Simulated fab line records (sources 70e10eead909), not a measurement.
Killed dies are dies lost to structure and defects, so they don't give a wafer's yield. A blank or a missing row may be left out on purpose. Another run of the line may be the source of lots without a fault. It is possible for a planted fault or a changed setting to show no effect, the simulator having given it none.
What tool caused it? | flow nand-harc | 11 lots, 33 wafers sampled, at 4 steps of a route of 1302

== WHAT THE GAUGES SHOWED, per wafer ==
NHARC_P_GATE_CD_MEAS_91: target cd 2000 nm.
lot  | measured     | on        | cd-nm (nm)
L284 | day 5 20:30  | cd-sem-03 | 2003.8 2003.4 2003.9
L285 | day 6 01:52  | cd-sem-02 | 2000.4 2002.5 2000.1
L287 | day 7 02:45  | cd-sem-03 | 1999.2 1999.3 1998.1
L292 | day 8 22:27  | cd-sem-01 | 1920.2 1918.6 1918.6
L300 | day 12 07:13 | cd-sem-03 | 2001.5 2000.9 2002.2
L301 | day 12 19:28 | cd-sem-01 | 2001.4 2003.4 2004.6
L302 | day 13 11:13 | cd-sem-03 | 2000.6 1999.4 1999.6
L303 | day 13 12:22 | cd-sem-03 | 2000.9 2001.7 2001.0
L304 | day 13 22:53 | cd-sem-02 | 2004.0 2002.1 2003.7
L305 | day 14 15:22 | cd-sem-02 | 2004.1 2005.9 2002.9
L307 | day 15 03:14 | cd-sem-03 | 2001.8 2002.5 2001.5

== WHICH TOOL RAN EACH LOT (tool, then ch and the chambers of the sampled wafers, then the start) ==
lot  | NHARC_P_GATE_STRIP_108             | NHARC_P_GATE_STRIP_101             | NHARC_P_GATE_EXPOSE_88
L284 | rie-diel-11 ch 1,2,3, day 5 06:10  | rie-diel-11 ch 0,2, day 5 16:21    | krf-scanner-02 ch 0, day 5 20:20
L285 | rie-diel-11 ch 2,3, day 5 11:41    | rie-diel-11 ch 2,3, day 5 21:52    | krf-scanner-02 ch 0, day 6 01:43
L287 | rie-diel-04 ch 0,2,3, day 6 12:07  | rie-diel-11 ch 1,2,3, day 6 22:26  | krf-scanner-02 ch 0, day 7 02:35
L292 | rie-diel-06 ch 1,2, day 8 07:37    | rie-diel-11 ch 1,2,3, day 8 18:19  | krf-scanner-01 ch 0, day 8 22:17
L300 | rie-diel-04 ch 0,2,3, day 11 16:34 | rie-diel-06 ch 0,2,3, day 12 02:46 | krf-scanner-01 ch 0, day 12 07:03
L301 | rie-diel-06 ch 0,1,3, day 12 04:54 | rie-diel-06 ch 1,2,3, day 12 15:01 | krf-scanner-02 ch 0, day 12 19:19
L302 | rie-diel-11 ch 0,2,3, day 12 13:02 | rie-diel-04 ch 1,2,3, day 13 01:17 | krf-scanner-01 ch 0, day 13 11:04
L303 | rie-diel-11 ch 0,3, day 12 20:43   | rie-diel-06 ch 1,2,3, day 13 06:58 | krf-scanner-01 ch 0, day 13 12:13
L304 | rie-diel-06 ch 0,3, day 13 08:35   | rie-diel-11 ch 1,2, day 13 18:50   | krf-scanner-01 ch 0, day 13 22:44
L305 | rie-diel-11 ch 0,2,3, day 13 22:34 | rie-diel-11 ch 0,2, day 14 10:58   | krf-scanner-01 ch 0, day 14 15:12
L307 | rie-diel-04 ch 0,1,3, day 14 12:41 | rie-diel-11 ch 0,3, day 14 22:55   | krf-scanner-03 ch 0, day 15 03:05
- NHARC_P_GATE_STRIP_108: strips in O2.
- NHARC_P_GATE_STRIP_101: strips in O2, time 20 s.
- NHARC_P_GATE_EXPOSE_88: exposes mask P HVN, target cd 2000 nm.

== THE ANSWER, worked out from the rows above alone ==
Rule: the lots themselves supply what counts as usual. The widest of any qualifying gaps counts: lots, ordered by their means at a reading, are off when they make up no more than a third of the lots, leave a main group of 4 or more, and stand apart from it by 3 or more times the standard deviation of that group's means. Not used: any main group whose means are identical at the precision the tables above print for the reading. Also off: a lot with no number at a reading for which 4 or more lots have one. All remaining lots with rows at the step are treated as sound.
Off at NHARC_P_GATE_CD_MEAS_91 (cd-nm): L292. Mean 2001.9 nm and standard deviation 1.6 in the main group.
A tool fits if, at a process step before that reading, it ran every lot that is off, and no sound lot after the first of them. The gauges at NHARC_P_GATE_CD_MEAS_91 are tried like those tools. None of those tried fits.

== WHAT THE SIMULATOR PUT IN ==
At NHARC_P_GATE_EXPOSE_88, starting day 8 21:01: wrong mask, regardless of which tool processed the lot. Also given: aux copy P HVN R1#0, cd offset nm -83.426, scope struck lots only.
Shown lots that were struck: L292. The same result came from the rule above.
